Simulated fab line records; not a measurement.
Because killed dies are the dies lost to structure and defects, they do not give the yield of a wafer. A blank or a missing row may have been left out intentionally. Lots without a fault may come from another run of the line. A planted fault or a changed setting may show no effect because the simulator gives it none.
fab line records + flow nand-harc + part 2 of 2: steps 25 to 39 of 39
[record]
- lots = 5
- wafers = 15
- last-day = 32
route steps=1302 shown P_ZERO_WELL@68 P_STI@69
lots that met no fault: from a run of the same line without faults
start-h: hours from the record's first day to the start of the lot's first wafer shown + wait-h: time in hours since the lot's previous step + " as in the row above + L1.1+2: several wafers, shown together as one row + - value missing, or start not given + * or withheld: withheld + < > ~ a bound
route shown NAME@n: names a module that has steps shown in the file, with the first one's number in the route + usual: the fault-free wafers' mean and standard deviation + same: alike in all rows + chamber/n: place in a boat + sites: per-site readings + _std_site: their standard deviation + _edge_site: the outer-site mean with the inner-site mean subtracted + radius-mm: how far each site lies from the wafer's centre + mask NAME#n: copy n + behind: the tool/chamber that last shaped the wafer + hold: what put the lot on hold/how long, in hours/how the hold closed + device: names the non-switching transistor (n, p or np) + end of line: the same wafers' tests at the end of the route + a step with no rows: only its recipe + killed: the dies lost at the first sort to structure and to defects; this is not the yield of the wafer + map: dies across one wafer; x = killed, . = not, _ = none there
set.NAME: the setting as run; set.NAME@STEP: as run at that earlier step + model.NAME: the simulator's own value behind a step, which no gauge read
a table for each step, a row for each wafer; lots at some steps of the route
services: from which hour (start-h, from the record's first day; less than 0 if before it) a tool's chamber was out of use, for how many hours, and why
[[steps]]
[step NHARC_P_STI_OCD_MEAS_17]
[usual]
- trench-depth-nm = 301/3.5
- trench-foot-cd-nm = 158.0/1.9
| lot.wafer | tool   | chamber | start-h | wait-h | trench-depth-nm | trench-foot-cd-nm |
|-----------|--------|---------|---------|--------|-----------------|-------------------|
| L074.2    | ocd-02 | -       | 43.92   | 0.1    | 299             | 156.9             |
| L074.5    | "      | -       | "       | "      | 299             | 158.1             |
| L074.6    | "      | -       | "       | "      | 300             | 157.1             |
| L082.2    | ocd-01 | -       | 124.97  | 0.1    | 299             | 159.9             |
| L082.3    | "      | -       | "       | "      | 307             | 153.9             |
| L082.6    | "      | -       | "       | "      | 299             | 156.8             |
| L090.2    | ocd-01 | -       | 206.65  | 0.1    | 299             | 162.9             |
| L090.3    | "      | -       | "       | "      | 299             | 158.0             |
| L090.6    | "      | -       | "       | "      | 303             | 160.2             |
| L092.1    | ocd-01 | -       | 226.30  | 0.1    | 300             | 160.3             |
| L092.2    | "      | -       | "       | "      | 301             | 158.9             |
| L092.4    | "      | -       | "       | "      | 294             | 160.1             |
| L096.1    | ocd-02 | -       | 262.98  | 0.1    | 295             | 159.7             |
| L096.3    | "      | -       | "       | "      | 299             | 157.4             |
| L096.6    | "      | -       | "       | "      | 299             | 158.4             |
[step NHARC_P_STI_STRIP_19]
[recipe]
- time-s = 900
- temp-c = 130
- chemistry = SPM
| lot.wafer  | tool         | chamber | start-h | wait-h |
|------------|--------------|---------|---------|--------|
| L074.5+6+2 | wet-bench-02 | 7,1,3   | 43.98   | 0.1    |
| L082.2+6+3 | wet-bench-05 | 5,6,0   | 125.04  | 0.1    |
| L090.3+2+6 | wet-bench-05 | 1,2,3   | 206.70  | 0.0    |
| L092.1+2+4 | wet-bench-01 | 2,3,4   | 226.36  | 0.1    |
| L096.1+6+3 | wet-bench-01 | 1,3,4   | 263.06  | 0.1    |
[step NHARC_P_STI_PRECLEAN_32]
[recipe]
- time-s = *
- temp-c = 50
- bath-age-min = 0
- chemistry = SC1
| lot.wafer  | tool         | chamber | start-h | wait-h |
|------------|--------------|---------|---------|--------|
| L074.5+6+2 | wet-bench-02 | 7,1,3   | -       | -      |
| L082.2+6+3 | wet-bench-05 | 5,6,0   | -       | -      |
| L090.3+2+6 | wet-bench-05 | 1,2,3   | -       | -      |
| L092.1+2+4 | wet-bench-01 | 2,3,4   | -       | -      |
| L096.1+6+3 | wet-bench-01 | 1,3,4   | -       | -      |
[step NHARC_P_STI_SRD_23]
| lot.wafer  | tool         | chamber | start-h | wait-h |
|------------|--------------|---------|---------|--------|
| L074.5+6+2 | wet-bench-02 | 7,1,3   | -       | -      |
| L082.2+6+3 | wet-bench-05 | 5,6,0   | -       | -      |
| L090.3+2+6 | wet-bench-05 | 1,2,3   | -       | -      |
| L092.1+2+4 | wet-bench-01 | 2,3,4   | -       | -      |
| L096.1+6+3 | wet-bench-01 | 1,3,4   | -       | -      |
[step NHARC_P_STI_OCD_MEAS_43]
[usual]
- trench-depth-nm = 301/3.5
- trench-foot-cd-nm = 157.9/2
| lot.wafer | tool   | chamber | start-h | wait-h | trench-depth-nm | trench-foot-cd-nm |
|-----------|--------|---------|---------|--------|-----------------|-------------------|
| L074.2    | ocd-01 | -       | 44.43   | -      | 299             | 156.9             |
| L074.5    | "      | -       | "       | "      | 298             | 158.5             |
| L074.6    | "      | -       | "       | "      | 300             | 157.2             |
| L082.2    | ocd-02 | -       | 125.48  | -      | 299             | 159.5             |
| L082.3    | "      | -       | "       | "      | 307             | 153.9             |
| L082.6    | "      | -       | "       | "      | 299             | 156.7             |
| L090.2    | ocd-02 | -       | 207.15  | -      | 299             | 163.1             |
| L090.3    | "      | -       | "       | "      | 300             | 157.8             |
| L090.6    | "      | -       | "       | "      | 303             | 159.4             |
| L092.1    | ocd-01 | -       | 226.81  | -      | 300             | 159.9             |
| L092.2    | "      | -       | "       | "      | 301             | 159.1             |
| L092.4    | "      | -       | "       | "      | 294             | 159.9             |
| L096.1    | ocd-01 | -       | 263.49  | -      | 295             | 159.8             |
| L096.3    | "      | -       | "       | "      | 298             | 157.7             |
| L096.6    | "      | -       | "       | "      | 298             | 157.8             |
[step NHARC_P_STI_OXIDE_33]
[recipe]
- target-thk-a = 100
- temp-c = 1000
- ox-time-s = 281
- material = SiO2
[usual]
- spike-tc-bottom-C = 1017.2/1.3
- spike-tc-top-C = 1008.0/1.7
| lot.wafer | tool       | chamber | start-h | wait-h | spike-tc-bottom-C | spike-tc-top-C |
|-----------|------------|---------|---------|--------|-------------------|----------------|
| L074.2    | furnace-03 | 0       | 48.12   | 3.7    | 1016.5            | 1009.9         |
| L074.5    | "          | 0       | "       | "      | 1016.3            | 1008.1         |
| L074.6    | "          | 0       | "       | "      | 1015.0            | 1010.4         |
| L082.2    | furnace-03 | 0       | 129.17  | 3.7    | 1016.6            | 1009.4         |
| L082.3    | "          | 0       | "       | "      | 1016.0            | 1010.0         |
| L082.6    | "          | 0       | "       | "      | 1015.6            | 1008.6         |
| L090.2    | furnace-03 | 0       | 210.85  | 3.7    | 1015.1            | 1010.0         |
| L090.3    | "          | 0       | "       | "      | 1019.6            | 1009.5         |
| L090.6    | "          | 0       | "       | "      | 1016.8            | 1010.0         |
| L092.1    | furnace-02 | 0       | 231.82  | 5.0    | 1018.0            | 1006.9         |
| L092.2    | "          | 0       | "       | "      | 1017.0            | 1005.7         |
| L092.4    | "          | 0       | "       | "      | 1018.1            | 1006.0         |
| L096.1    | furnace-03 | 0       | 264.33  | 0.8    | 1017.1            | 1007.4         |
| L096.3    | "          | 0       | "       | "      | 1018.1            | 1010.1         |
| L096.6    | "          | 0       | "       | "      | 1017.3            | 1010.6         |
[step NHARC_P_STI_HDPCVD_20]
[recipe]
- target-thk-a = withheld
- sigma-open-frac = withheld
- material = SiO2
| lot.wafer  | tool      | chamber | start-h | wait-h |
|------------|-----------|---------|---------|--------|
| L074.2+6+5 | hdpcvd-01 | 0,1,0   | 52.91   | 0.5    |
| L082.2+3+6 | hdpcvd-01 | 1,0,0   | 133.93  | 0.5    |
| L090.2+3+6 | hdpcvd-01 | 1       | 215.53  | 0.5    |
| L092.2+1+4 | hdpcvd-01 | 1,0,1   | 236.51  | 0.4    |
| L096.1+3+6 | hdpcvd-01 | 1,1,0   | 269.57  | 0.9    |
[step NHARC_P_STI_ANNEAL_34]
[recipe]
- temp-c = 1000
- time-s = 1800
[usual]
- spike-tc-bottom-C = 1017.3/1.3
- spike-tc-top-C = 1007.6/1.7
| lot.wafer | tool       | chamber | start-h | wait-h | spike-tc-bottom-C | spike-tc-top-C |
|-----------|------------|---------|---------|--------|-------------------|----------------|
| L074.2    | furnace-03 | 0       | 57.07   | 4.1    | 1015.5            | 1009.7         |
| L074.5    | "          | 0       | "       | "      | 1018.6            | 1008.2         |
| L074.6    | "          | 0       | "       | "      | 1016.0            | 1009.7         |
| L082.2    | furnace-03 | 0       | 140.57  | 6.6    | 1017.2            | 1008.3         |
| L082.3    | "          | 0       | "       | "      | 1016.7            | 1009.8         |
| L082.6    | "          | 0       | "       | "      | 1015.6            | 1009.0         |
| L090.2    | furnace-03 | 0       | 221.75  | 6.1    | 1017.2            | 1010.7         |
| L090.3    | "          | 0       | "       | "      | 1016.6            | 1009.4         |
| L090.6    | "          | 0       | "       | "      | 1014.8            | 1008.2         |
| L092.1    | furnace-02 | 0       | 242.74  | 6.1    | 1016.5            | 1008.7         |
| L092.2    | "          | 0       | "       | "      | 1016.3            | 1006.5         |
| L092.4    | "          | 0       | "       | "      | 1017.5            | 1007.3         |
| L096.1    | furnace-01 | 0       | 274.95  | 5.3    | 1017.1            | 1005.9         |
| L096.3    | "          | 0       | "       | "      | 1018.9            | 1005.8         |
| L096.6    | "          | 0       | "       | "      | 1016.6            | 1006.1         |
[step NHARC_P_STI_CMP_21]
[recipe]
- t-overpolish-s = 20
- target-thk-nm = 380.67
[usual]
- motor-current-A = 12.4/1.3
- overpolish-run-s = 20.000/0.0085
- pad-life-wafers = 178/110
- retaining-ring-pressure-frac = 1.000/0.0052
- slurry-filter-dp-kPa = 13.51/0.16
| lot.wafer | tool   | chamber | start-h | wait-h | motor-current-A | overpolish-run-s | pad-life-wafers | retaining-ring-pressure-frac | slurry-filter-dp-kPa |
|-----------|--------|---------|---------|--------|-----------------|------------------|-----------------|------------------------------|----------------------|
| L074.2    | cmp-01 | 3       | 61.98   | 0.4    | 11.3            | 19.994           | 252             | 1.001                        | 13.42                |
| L074.5    | "      | 3       | "       | "      | 11.4            | 19.990           | -               | 0.997                        | 13.49                |
| L074.6    | "      | 0       | "       | "      | 11.2            | 20.004           | -               | 1.002                        | 13.45                |
| L082.2    | cmp-02 | 1       | 145.50  | 0.4    | 12.1            | 20.009           | 30              | 0.995                        | 13.44                |
| L082.3    | "      | 0       | "       | "      | 10.8            | 20.007           | 33              | 1.002                        | 13.31                |
| L082.6    | "      | 1       | "       | "      | 12.0            | 20.007           | -               | 0.989                        | 13.80                |
| L090.2    | cmp-02 | 1       | 226.62  | 0.4    | 12.0            | 20.008           | 336             | 0.996                        | 13.52                |
| L090.3    | "      | 2       | "       | "      | 12.4            | 20.004           | 337             | 0.999                        | 13.49                |
| L090.6    | "      | 2       | "       | "      | 12.4            | 20.003           | -               | 1.004                        | 13.25                |
| L092.4    | cmp-02 | 1       | 247.74  | 0.4    | 12.4            | 19.988           | 30              | 1.001                        | 13.78                |
| L092.2    | "      | 3       | "       | "      | 11.4            | 20.015           | 32              | 1.001                        | 13.36                |
| L092.1    | "      | 0       | "       | "      | 11.3            | 19.999           | 33              | 0.997                        | 13.59                |
| L096.1    | cmp-02 | 0       | 279.82  | 0.4    | 10.7            | 19.991           | 127             | 1.003                        | 13.55                |
| L096.3    | "      | 1       | "       | "      | 11.7            | 19.995           | 128             | 1.003                        | 13.35                |
| L096.6    | "      | 0       | "       | "      | 10.9            | 20.008           | -               | 0.993                        | 13.51                |
[step NHARC_P_STI_SRD_35]
| lot.wafer  | tool         | chamber | start-h | wait-h |
|------------|--------------|---------|---------|--------|
| L074.2+5+6 | wet-bench-05 | 6,2,3   | 62.27   | 0.0    |
| L082.3+6+2 | wet-bench-02 | 5,6,7   | 145.81  | 0.0    |
| L090.2+6+3 | wet-bench-05 | 3,5,7   | 226.92  | 0.0    |
| L092.2+4+1 | wet-bench-01 | 6,0,1   | 248.04  | 0.0    |
| L096.6+1+3 | wet-bench-05 | 5,6,7   | 280.11  | 0.0    |
[step NHARC_P_STI_ETCH_36]
[recipe]
- target-depth-a = 388
- chemistry = dHF
- material = SiO2
| lot.wafer  | tool         | chamber | start-h | wait-h |
|------------|--------------|---------|---------|--------|
| L074.2+5+6 | wet-bench-05 | 6,2,3   | 62.30   | 0.0    |
| L082.3+6+2 | wet-bench-02 | 5,6,7   | 145.83  | 0.0    |
| L090.2+6+3 | wet-bench-05 | 3,5,7   | 226.95  | 0.0    |
| L092.2+4+1 | wet-bench-01 | 6,0,1   | 248.07  | 0.0    |
| L096.6+1+3 | wet-bench-05 | 5,6,7   | 280.13  | 0.0    |
[step NHARC_P_STI_STRIP_24]
[recipe]
- temp-c = 160
- chemistry = H3PO4
- material = Si3N4
| lot.wafer  | tool         | chamber | start-h | wait-h |
|------------|--------------|---------|---------|--------|
| L074.2+5+6 | wet-bench-05 | 6,2,3   | 62.31   | 0.0    |
| L082.3+6+2 | wet-bench-02 | 5,6,7   | 145.85  | 0.0    |
| L090.2+6+3 | wet-bench-05 | 3,5,7   | 226.96  | 0.0    |
| L092.2+4+1 | wet-bench-01 | 6,0,1   | 248.08  | 0.0    |
| L096.6+1+3 | wet-bench-05 | 5,6,7   | 280.15  | 0.0    |
[step NHARC_P_STI_ETCH_37]
[recipe]
- target-depth-a = 110
- chemistry = dHF
- material = SiO2
| lot.wafer  | tool         | chamber | start-h | wait-h |
|------------|--------------|---------|---------|--------|
| L074.2+5+6 | wet-bench-05 | 6,2,3   | -       | -      |
| L082.3+6+2 | wet-bench-02 | 5,6,7   | -       | -      |
| L090.2+6+3 | wet-bench-05 | 3,5,7   | -       | -      |
| L092.2+4+1 | wet-bench-01 | 6,0,1   | -       | -      |
| L096.6+1+3 | wet-bench-05 | 5,6,7   | -       | -      |
[step NHARC_P_STI_PRECLEAN_38]
[recipe]
- time-s = *
- temp-c = 50
- bath-age-min = 0
- chemistry = SC1
| lot.wafer  | tool         | chamber | start-h | wait-h |
|------------|--------------|---------|---------|--------|
| L074.2+5+6 | wet-bench-05 | 6,2,3   | -       | -      |
| L082.3+6+2 | wet-bench-02 | 5,6,7   | -       | -      |
| L090.2+6+3 | wet-bench-05 | 3,5,7   | -       | -      |
| L092.2+4+1 | wet-bench-01 | 6,0,1   | -       | -      |
| L096.6+1+3 | wet-bench-05 | 5,6,7   | -       | -      |
[step NHARC_P_STI_SRD_39]
| lot.wafer  | tool         | chamber | start-h | wait-h |
|------------|--------------|---------|---------|--------|
| L074.2+5+6 | wet-bench-05 | 6,2,3   | -       | -      |
| L082.3+6+2 | wet-bench-02 | 5,6,7   | -       | -      |
| L090.2+6+3 | wet-bench-05 | 3,5,7   | -       | -      |
| L092.2+4+1 | wet-bench-01 | 6,0,1   | -       | -      |
| L096.6+1+3 | wet-bench-05 | 5,6,7   | -       | -      |
[[services]]
| tool           | chamber | start-h | hours | kind   |
|----------------|---------|---------|-------|--------|
| rie-diel-05    | 2       | 43.21   | 1.5   | repair |
| rie-diel-05    | -       | 52.60   | 9.0   | pm     |
| wet-bench-02   | -       | 68.00   | 8.0   | pm     |
| rie-diel-03    | 0       | 75.07   | 5.3   | repair |
| litho-track-07 | -       | 76.00   | 7.0   | pm     |
| wet-bench-05   | -       | 84.82   | 8.0   | pm     |
| litho-track-03 | -       | 100.00  | 7.0   | pm     |
| wet-bench-01   | -       | 101.60  | 8.0   | pm     |
| rie-diel-03    | -       | 104.30  | 9.0   | pm     |
| rie-diel-05    | 3       | 122.56  | 6.4   | repair |
| litho-track-05 | -       | 124.00  | 7.0   | pm     |
| rie-diel-05    | -       | 153.88  | 0.2   | repair |
| rie-diel-03    | 1       | 184.17  | 8.3   | repair |
| wet-bench-01   | -       | 186.06  | 22.4  | repair |
| rie-diel-05    | 0       | 196.38  | 14.9  | repair |
| rie-diel-03    | 0       | 215.07  | 5.7   | repair |
| rie-diel-05    | -       | 229.60  | 9.0   | pm     |
| wet-bench-02   | -       | 244.00  | 8.0   | pm     |
| litho-track-07 | -       | 251.00  | 7.0   | pm     |
| rie-diel-03    | 0       | 258.57  | 36.1  | repair |
| wet-bench-05   | -       | 260.82  | 8.0   | pm     |
| rie-diel-03    | 1       | 265.21  | 2.0   | repair |
| litho-track-03 | -       | 275.00  | 7.0   | pm     |
| wet-bench-01   | -       | 277.60  | 8.0   | pm     |
